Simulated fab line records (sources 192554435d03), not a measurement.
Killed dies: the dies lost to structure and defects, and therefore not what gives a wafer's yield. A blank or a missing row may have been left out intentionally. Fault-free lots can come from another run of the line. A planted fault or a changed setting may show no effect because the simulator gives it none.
Which tool did it? | flow n5 finfet | 33 wafers sampled from 11 lots at 1 step of a route of 1938

== WHAT THE GAUGES READ, wafer by wafer ==
N5_BEOL_M15_THK_MEAS_01.
lot  | measured     | on            | M15_ILD_THK (nm)
L486 | day 12 22:46 | film metro-02 | 1604 1638 1665
L488 | day 13 22:27 | film metro-02 | 1619 1657 1657
L493 | day 14 07:51 | film metro-01 | 1592 1618 1639
L494 | day 15 17:44 | film metro-01 | 1626 1627 1650
L495 | day 15 19:36 | film metro-01 | 1615 1651 1667
L499 | day 16 07:47 | film metro-01 | 1625 1652 1621
L505 | day 17 08:40 | film metro-01 | 1595 1614 1629
L504 | day 17 18:48 | film metro-02 | 1620 1613 1635
L507 | day 18 14:27 | film metro-01 | 1612 1653 1635
L508 | day 18 14:51 | film metro-02 | 1604 1592 1617
L509 | day 18 21:23 | film metro-02 | 1614 1622 1640

== WHICH TOOL RAN EACH LOT (tool, then ch and the chambers of the sampled wafers, then the start) ==
Before these readings, the record contains no process step.

== AS READ BY THE TOOLS THEMSELVES (means over the sampled wafers that have a number; for cases with no such wafer, the mark the record gives instead) ==
The record holds no such reading with a usual standard deviation.

== THE ANSWER, worked out from the rows above alone ==
Rule: what is usual is taken from the lots themselves. Put in order of their means at a reading, lots are off if they are a third of the lots or fewer, leave a main group of 4 or more, and stand apart from it by a gap of 3 or more times the standard deviation of the main group's means; of several such gaps the widest counts. A main group whose means are all the same, to the digits that the tables above print for the reading, isn't used. A lot without any number at a reading at which 4 lots or more have one is off too. All remaining lots with rows at the step are treated as sound. After the gauges, taken in route order, come the tools' own readings; for these a lot's mean is taken, as printed above. At the first step where some lot is off, the reading lying furthest off is the one used; lots without a number count as furthest.
No lot is off on any of the readings shown, so nothing can be concluded from this.

== WHAT HAD BEEN PUT IN BY THE SIMULATOR ==
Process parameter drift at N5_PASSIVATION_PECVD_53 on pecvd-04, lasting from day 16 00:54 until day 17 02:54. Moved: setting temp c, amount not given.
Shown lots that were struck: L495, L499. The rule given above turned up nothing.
